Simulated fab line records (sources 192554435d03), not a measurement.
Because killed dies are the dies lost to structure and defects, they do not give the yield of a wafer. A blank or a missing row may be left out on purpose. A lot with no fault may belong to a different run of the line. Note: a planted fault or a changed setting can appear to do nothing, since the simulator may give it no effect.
Shared-tool check | flow n5-finfet | 9 lots, 27 wafers sampled

## REASON IT WAS OPENED
At N5_BEOL_M0_SAQP_INSPECT_16 the reading raw-defect-count is flagged on 2 of 9 lots. No-fault wafers: 492, standard deviation 130.
Rule: a lot is flagged in two cases, either no wafer of it has a number, or all its wafers with numbers fall more than 4 standard deviations from that mean. All remaining lots are regarded as sound.

lot  | measured     | on                | raw-defect-count, wafer by wafer | flag
L333 | day 5 22:20  | defect-inspect-02 | 504 399 366                      |
L335 | day 6 10:10  | defect-inspect-02 | 769 621 401                      |
L337 | day 6 18:33  | defect-inspect-02 | 414 352 332                      |
L342 | day 8 00:58  | defect-inspect-02 | 442 524 445                      |
L344 | day 8 18:01  | defect-inspect-02 | 1468 1409 1410                   | FLAGGED
L345 | day 8 23:37  | defect-inspect-02 | 1480 1541 1407                   | FLAGGED
L351 | day 10 08:47 | defect-inspect-01 | 545 317 517                      |
L352 | day 10 10:44 | defect-inspect-01 | 435 572 619                      |
L353 | day 11 00:19 | defect-inspect-02 | 439 450 493                      |
The numbers of the flagged lots are 1452 on average: +960 against the usual, or +7 standard deviations.

## LOT BY LOT: THE TOOL USED
The record holds 2 process steps before the reading, out of a route of 1938 steps. Cell contents, in order: the tool; ch with the chambers the sampled wafers went through; the start.
lot  | flag    | N5_BEOL_M0_SAQP_HM_DEP_02    | N5_BEOL_M0_SAQP_PECVD_03
L333 |         | pvd-sputter-01, day 5 21:28  | pecvd-04 ch 0,1, day 5 21:35
L335 |         | pvd-sputter-01, day 6 09:26  | pecvd-04 ch 1,2, day 6 09:33
L337 |         | pvd-sputter-03, day 6 17:49  | pecvd-01 ch 0,1,2, day 6 17:56
L342 |         | pvd-sputter-03, day 8 00:05  | pecvd-01 ch 0,2, day 8 00:13
L344 | FLAGGED | pvd-sputter-02, day 8 17:16  | pecvd-01 ch 0,2, day 8 17:23
L345 | FLAGGED | pvd-sputter-02, day 8 22:45  | pecvd-01 ch 0,1,2, day 8 22:52
L351 |         | pvd-sputter-03, day 10 07:55 | pecvd-04 ch 0,1,2, day 10 08:02
L352 |         | pvd-sputter-01, day 10 09:52 | pecvd-04 ch 0,1,2, day 10 09:59
L353 |         | pvd-sputter-02, day 10 23:34 | pecvd-04 ch 0,2, day 10 23:41
What the steps here do:
- N5_BEOL_M0_SAQP_HM_DEP_02: deposits TiN, target thk 12 nm.
- N5_BEOL_M0_SAQP_PECVD_03: deposits SiCN from 3MS/NH3, target thk 12 nm, time 21.1 s.
- N5_BEOL_M0_SAQP_INSPECT_16: inspects for defects (brightfield).

## FLAGGED AGAINST TOTAL, ONE TOOL AT A TIME (gauges that did the reading follow at the end)
step                       | tool              | lots run | flagged | share of the flagged lots | sound lots run after its first flagged lot
N5_BEOL_M0_SAQP_HM_DEP_02  | pvd-sputter-01    | 3        | 0       | none                      | -
N5_BEOL_M0_SAQP_HM_DEP_02  | pvd-sputter-02    | 3        | 2       | all                       | 1 (L353)
N5_BEOL_M0_SAQP_HM_DEP_02  | pvd-sputter-03    | 3        | 0       | none                      | -
N5_BEOL_M0_SAQP_PECVD_03   | pecvd-01          | 4        | 2       | all                       | 0
N5_BEOL_M0_SAQP_PECVD_03   | pecvd-04          | 5        | 0       | none                      | -
N5_BEOL_M0_SAQP_INSPECT_16 | defect-inspect-01 | 2        | 0       | none                      | -
N5_BEOL_M0_SAQP_INSPECT_16 | defect-inspect-02 | 7        | 2       | all                       | 1 (L353)

## WHAT THE TABLE PERMITS
In the table, 3 rows ran each flagged lot (pvd-sputter-02 at N5_BEOL_M0_SAQP_HM_DEP_02; pecvd-01 at N5_BEOL_M0_SAQP_PECVD_03; defect-inspect-02 at N5_BEOL_M0_SAQP_INSPECT_16).
- pvd-sputter-02 at N5_BEOL_M0_SAQP_HM_DEP_02 ran 3 lots, 2 of them flagged. After the first flagged lot (L353), sound lots still ran on it; a lasting fault on the whole tool would not permit that.
- pecvd-01 at N5_BEOL_M0_SAQP_PECVD_03 ran 4 lots, 2 of them flagged. Last sound lot L342 at day 8 00:13, first flagged lot L344 at day 8 17:23; a fault beginning in between fits.
- defect-inspect-02 at N5_BEOL_M0_SAQP_INSPECT_16 ran 7 lots, 2 of them flagged. After the first flagged lot (L353), sound lots still ran on it; a lasting fault on the whole tool would not permit that.
Just one tool remains: pecvd-01 at N5_BEOL_M0_SAQP_PECVD_03.

## WHAT THE SIMULATOR HAD PUT IN
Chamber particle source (pecvd-01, N5_BEOL_M0_SAQP_PECVD_03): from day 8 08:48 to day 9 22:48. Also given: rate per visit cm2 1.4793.
Lots struck among those shown: L344, L345. The rule above found the same.
